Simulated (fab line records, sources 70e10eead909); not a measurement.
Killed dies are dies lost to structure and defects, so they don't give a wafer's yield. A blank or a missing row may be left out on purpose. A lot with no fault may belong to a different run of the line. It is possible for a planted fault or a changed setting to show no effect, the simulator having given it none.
The tool behind it: which one? / flow nand_harc / Sampling: 12 lots, 36 wafers, 2 of 1302 route steps

WHAT THE GAUGES READ, wafer by wafer
NHARC_A_ONON_D1_THK_MEAS_24: measures by ellipsometry.
lot=L439; measured=day 9 09:55; on=film_metro-02; thk_nm (nm)=1005 1007 1005
lot=L441; measured=day 10 01:25; on=film_metro-01; thk_nm (nm)=979 979 981
lot=L442; measured=day 10 11:43; on=film_metro-02; thk_nm (nm)=1006 1008 1007
lot=L443; measured=day 11 08:01; on=film_metro-01; thk_nm (nm)=1012 1012 1011
lot=L444; measured=day 11 21:37; on=film_metro-01; thk_nm (nm)=998 997 998
lot=L445; measured=day 11 21:38; on=film_metro-02; thk_nm (nm)=998 999 999
lot=L448; measured=day 13 01:51; on=film_metro-01; thk_nm (nm)=1003 1004 1005
lot=L449; measured=day 13 10:05; on=film_metro-02; thk_nm (nm)=977 979 981
lot=L450; measured=day 14 03:18; on=film_metro-01; thk_nm (nm)=1004 1005 1003
lot=L456; measured=day 16 08:17; on=film_metro-01; thk_nm (nm)=992 991 989
lot=L457; measured=day 16 21:15; on=film_metro-01; thk_nm (nm)=989 989 988
lot=L459; measured=day 18 04:41; on=film_metro-02; thk_nm (nm)=988 988 988

NHARC_A_ONON_D1_THK_MEAS_34: measures by ellipsometry.
lot=L439; measured=day 9 11:31; on=film_metro-02; thk_nm (nm)=198.4 201.7 205.0
lot=L441; measured=day 10 03:06; on=film_metro-01; thk_nm (nm)=194.6 198.1 198.8
lot=L442; measured=day 10 13:19; on=film_metro-02; thk_nm (nm)=200.0 195.4 201.6
lot=L443; measured=day 11 09:38; on=film_metro-02; thk_nm (nm)=201.0 202.5 200.9
lot=L444; measured=day 11 23:13; on=film_metro-01; thk_nm (nm)=200.6 199.3 200.3
lot=L445; measured=day 11 23:14; on=film_metro-01; thk_nm (nm)=200.6 198.9 202.5
lot=L448; measured=day 13 03:28; on=film_metro-01; thk_nm (nm)=192.9 199.4 205.2
lot=L449; measured=day 13 11:42; on=film_metro-01; thk_nm (nm)=198.1 200.3 200.7
lot=L450; measured=day 14 05:07; on=film_metro-01; thk_nm (nm)=194.9 203.0 195.4
lot=L456; measured=day 16 10:04; on=film_metro-01; thk_nm (nm)=201.2 194.9 202.1
lot=L457; measured=day 16 22:50; on=film_metro-01; thk_nm (nm)=194.5 199.2 201.2
lot=L459; measured=day 18 06:26; on=film_metro-01; thk_nm (nm)=198.1 199.2 200.9

WHAT TOOL EACH LOT RAN ON (gives the tool, then ch and the chambers of the sampled wafers, and finally the start)
There is no process step in the record ahead of these readings.

WHAT THE TOOLS THEMSELVES READ (means of the sampled wafers that have a number; where no wafer has one, the mark that the record gives instead)
The record holds no such reading with a usual standard deviation.

THE ANSWER, worked out from the rows above alone
Rule: usual is defined by the lots themselves. Put in order of their means at a reading, lots are off if they are a third of the lots or fewer, leave a main group of 4 or more, and stand apart from it by a gap of 3 or more times the standard deviation of the main group's means; of several such gaps the widest counts. The tables above print the reading to a certain number of digits; a main group whose means all agree to those digits is not used. Also off: a lot with no number at a reading for which 4 or more lots have one. The other lots that the step has rows for count as sound. The gauges are gone through in route order, then the tools' own readings, and for those a lot's mean is taken as printed above. The first step at which some lot is off is used, and at that step the reading that is off furthest; a lot without a number counts as furthest.
No lot is off on any of the readings shown, so nothing can be concluded from this.

WHAT WAS PUT IN BY THE SIMULATOR
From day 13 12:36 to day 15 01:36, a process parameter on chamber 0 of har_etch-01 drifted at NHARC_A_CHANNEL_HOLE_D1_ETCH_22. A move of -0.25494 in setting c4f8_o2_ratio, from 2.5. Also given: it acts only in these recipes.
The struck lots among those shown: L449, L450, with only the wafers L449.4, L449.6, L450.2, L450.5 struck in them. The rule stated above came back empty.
